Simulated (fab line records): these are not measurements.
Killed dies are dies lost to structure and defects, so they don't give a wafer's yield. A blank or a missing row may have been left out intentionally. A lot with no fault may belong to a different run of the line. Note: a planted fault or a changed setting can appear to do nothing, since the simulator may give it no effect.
Matching of chambers || flow n5 finfet || cmp-02 running N5_MOL_CONTACT_COAG_CMP_23: 4 sister chambers
The step polishes, stops on SiO2, t overpolish 1.5 s, target thk 0 nm. 14 wafers are shown with their chamber, then 7 later ones without.

WAFERS PAIRED WITH THEIR CHAMBERS
{"wafer": "L074.2", "chamber": 0, "motor current A (A)": 7.9, "time to endpoint s (s)": 9.2, "overpolish run s (s)": 1.488}
{"wafer": "L074.4", "chamber": 1, "motor current A (A)": 7.2, "time to endpoint s (s)": 8.9, "overpolish run s (s)": 1.490}
{"wafer": "L074.6", "chamber": 0, "motor current A (A)": 7.8, "time to endpoint s (s)": 9.5, "overpolish run s (s)": 1.487}
{"wafer": "L075.1", "chamber": 3, "motor current A (A)": 7.0, "time to endpoint s (s)": 7.2, "overpolish run s (s)": 1.503}
{"wafer": "L075.4", "chamber": 1, "motor current A (A)": 6.8, "time to endpoint s (s)": 7.6, "overpolish run s (s)": 1.496}
{"wafer": "L075.6", "chamber": 0, "motor current A (A)": 7.6, "time to endpoint s (s)": 6.9, "overpolish run s (s)": 1.495}
{"wafer": "L089.4", "chamber": 3, "motor current A (A)": 7.0, "time to endpoint s (s)": 9.8, "overpolish run s (s)": 1.490}
{"wafer": "L089.5", "chamber": 2, "motor current A (A)": 7.4, "time to endpoint s (s)": 6.7, "overpolish run s (s)": 1.512}
{"wafer": "L089.6", "chamber": 1, "motor current A (A)": 7.0, "time to endpoint s (s)": 11.1, "overpolish run s (s)": 1.500}
{"wafer": "L093.2", "chamber": 0, "motor current A (A)": 7.6, "time to endpoint s (s)": 8.8, "overpolish run s (s)": 1.503}
{"wafer": "L093.3", "chamber": 2, "motor current A (A)": 7.0, "time to endpoint s (s)": 8.0, "overpolish run s (s)": 1.494}
{"wafer": "L093.5", "chamber": 0, "motor current A (A)": 7.9, "time to endpoint s (s)": 10.0, "overpolish run s (s)": 1.501}
{"wafer": "L095.1", "chamber": 1, "motor current A (A)": 6.8, "time to endpoint s (s)": 10.5, "overpolish run s (s)": 1.501}
{"wafer": "L095.4", "chamber": 0, "motor current A (A)": 7.7, "time to endpoint s (s)": 8.4, "overpolish run s (s)": 1.497}

SIGNATURES, as means of the wafers listed above
{"reading": "motor current A", "chamber 0": 7.750, "chamber 1": 6.950, "chamber 2": 7.200, "chamber 3": 7.000, "scatter within a chamber": 0.169}
{"reading": "time to endpoint s", "chamber 0": 8.800, "chamber 1": 9.525, "chamber 2": 7.350, "chamber 3": 8.500, "scatter within a chamber": 1.33}
{"reading": "overpolish run s", "chamber 0": 1.49517, "chamber 1": 1.49675, "chamber 2": 1.50300, "chamber 3": 1.49650, "scatter within a chamber": 0.00734}
Rule: a wafer's distance from a chamber is the root of the sum, over the readings, of the square of ((its reading less the chamber's mean) divided by the reading's scatter). The wafer belongs to the nearest chamber; if the next one is less than 2 further off, it can't be placed. How the scatter is found: for the shown wafers, subtract from each reading the mean of its chamber, square and add these, divide the total by (wafers less chambers), then take the root.

WAFERS WHOSE CHAMBER IS MISSING
{"wafer": "L095.5", "motor current A (A)": 7.6, "time to endpoint s (s)": 7.8, "overpolish run s (s)": 1.504}
{"wafer": "L096.1", "motor current A (A)": 8.1, "time to endpoint s (s)": 7.6, "overpolish run s (s)": 1.491}
{"wafer": "L096.2", "motor current A (A)": 6.9, "time to endpoint s (s)": 7.0, "overpolish run s (s)": 1.497}
{"wafer": "L096.5", "motor current A (A)": 6.9, "time to endpoint s (s)": 6.5, "overpolish run s (s)": 1.483}
{"wafer": "L097.2", "motor current A (A)": 7.7, "time to endpoint s (s)": 8.7, "overpolish run s (s)": 1.491}
{"wafer": "L097.3", "motor current A (A)": 7.1, "time to endpoint s (s)": 8.7, "overpolish run s (s)": 1.494}
{"wafer": "L097.5", "motor current A (A)": 7.2, "time to endpoint s (s)": 7.5, "overpolish run s (s)": 1.483}

WHICH CHAMBER EACH ONE RAN IN
{"wafer": "L095.5", "from the rows above": "can't be placed: 0 or 2", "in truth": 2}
{"wafer": "L096.1", "from the rows above": 0, "in truth": 0}
{"wafer": "L096.2", "from the rows above": "can't be placed: 3 or 1 or 2", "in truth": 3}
{"wafer": "L096.5", "from the rows above": "can't be placed: 3 or 1 or 2", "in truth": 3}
{"wafer": "L097.2", "from the rows above": 0, "in truth": 0}
{"wafer": "L097.3", "from the rows above": "can't be placed: 3 or 1 or 2", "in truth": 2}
{"wafer": "L097.5", "from the rows above": "can't be placed: 3 or 2 or 1 or 0", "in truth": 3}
Placed correctly: 2 of 7. Unplaceable from these rows: 5, with the true chamber sitting among the candidates in 5. Placed wrongly: 0.
